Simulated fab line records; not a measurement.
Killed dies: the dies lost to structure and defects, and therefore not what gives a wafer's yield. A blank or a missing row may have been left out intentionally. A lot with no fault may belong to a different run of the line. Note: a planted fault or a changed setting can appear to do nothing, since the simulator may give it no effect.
A struck lot beside a sound one + flow n5Finfet + 15 steps out of a route of 1938
Sound: the wafers L969.1, L969.2, L969.5. Struck: wafer L980.3; the same lot's L980.1 was not struck, so it is left out; see the end for the cause.
Per side, at each step with rows, come the tool, then ch with its chambers, and then its first start. Under that, the readings that differ: sound wafers + struck wafers + difference of the means + sigmas: that difference in standard deviations of wafers without a fault.
alike: a reading whose means differ by less than 2 such deviations, as well as words and numbers matching on both sides. not compared: withheld readings; readings where some wafer has no value; bounds like >300 that might hide an equal value; numbers whose values overlap and for which the record gives no deviation.
A row with sigmas, a row that says differs or no value, or rows on one side alone: a step with any of these is where the two part. Non-overlapping numbers with no deviation appear without sigmas and do not part them. A reading that every wafer of one side lacks parts them only if that side has two wafers or more.

first, 8 steps without rows for these wafers: N5_HKMG_FIN_COAT_29 (time 60 s, resist thk 300 nm); N5_HKMG_FIN_COAT_30 (time 60 s, resist thk 35 nm); N5_HKMG_FIN_COAT_06 (resist thk 90 nm); N5_HKMG_FIN_EBR_08; N5_HKMG_FIN_SOFTBAKE_07 (time 60 s); N5_HKMG_FIN_EXPOSE_09 (exposes mask NWFM); N5_HKMG_FIN_PEB_10 (peb time 60 s); N5_HKMG_FIN_DEVELOP_11 (develop time 30 s).
N5_HKMG_FIN_CD_MEAS_12 targets a cd of 92.8 nm.
  sound on cdSem-02 ch 0, day 5 10:08; struck on cdSem-02 ch 0, day 8 06:11
  alike: cdNm
N5_HKMG_FIN_OVL_MEAS_13:
  sound on overlay-01 ch 0, day 5 10:10; struck on overlay-02 ch 0, day 8 06:13
  alike: NWFM_OVL
N5_HKMG_FIN_INSPECT_14: inspects for defects (macro).
  struck on defectInspect-02, day 8 06:14; sound on defectInspect-02, day 5 10:11
  alike: rawDefectCount
N5_HKMG_FIN_DESCUM_17: chemistry O2, time 7.9 s.
  sound on rieDiel-03 ch 0,1,2, day 5 10:13; struck on rieDiel-05 ch 1, day 8 06:16
  alike: drypumpMotorCurrentA, oesProductAu, rfVppV, showerheadPlenumPTorr, throttleValvePct
  not compared: rfHoursCounterH
N5_HKMG_FIN_ETCH_31: etches SiARC in CF4, target depth 45.5 nm, time 75.8 s.
  sound on rieDiel-03 ch 0,1,2, day 5 10:15; struck on rieDiel-05 ch 1, day 8 06:19
| reading           | sound          | struck | difference | sigmas |
|-------------------|----------------|--------|------------|--------|
| etchRfOnTimeS (s) | 76.1 79.1 79.4 | 98.9   | +20.7      | +13    |
  alike: drypumpMotorCurrentA, oesProductAu, rfVppV, showerheadPlenumPTorr, throttleValvePct
  not compared: rfHoursCounterH
N5_HKMG_FIN_ETCH_32: etches SOC in N2/H2, target depth 240 nm, time 300 s.
  sound on rieDiel-03 ch 0,1,2, day 5 10:19; struck on rieDiel-05 ch 1, day 8 06:22
  alike: drypumpMotorCurrentA, oesProductAu, rfVppV, showerheadPlenumPTorr, throttleValvePct
  not compared: rfHoursCounterH
-- a jump in the record: the struck wafers' starts before and after are 4 days apart (it breaks off in module HKMG_FIN and resumes in module BEOL_M4, where the first step shown is number 1111 of the route) --
N5_BEOL_M4_RC_MEAS_101:
  sound on prober-01 ch 0, day 9 09:56; struck on prober-01 ch 0, day 12 07:28
  alike: DIBL_N, DIBL_P, IOFF_N, IOFF_P, ION_N, ION_P, SS_N, SS_P, VT_N, VT_P

WHERE THEY PART
At N5_HKMG_FIN_ETCH_31 and nowhere else, as far as this record goes. Later steps at which nothing parts them and some readings are alike: N5_HKMG_FIN_ETCH_32, N5_BEOL_M4_RC_MEAS_101.

WHY: what had been put in by the simulator
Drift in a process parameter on rieDiel-05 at N5_HKMG_FIN_ETCH_31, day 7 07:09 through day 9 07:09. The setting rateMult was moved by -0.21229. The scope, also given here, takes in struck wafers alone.
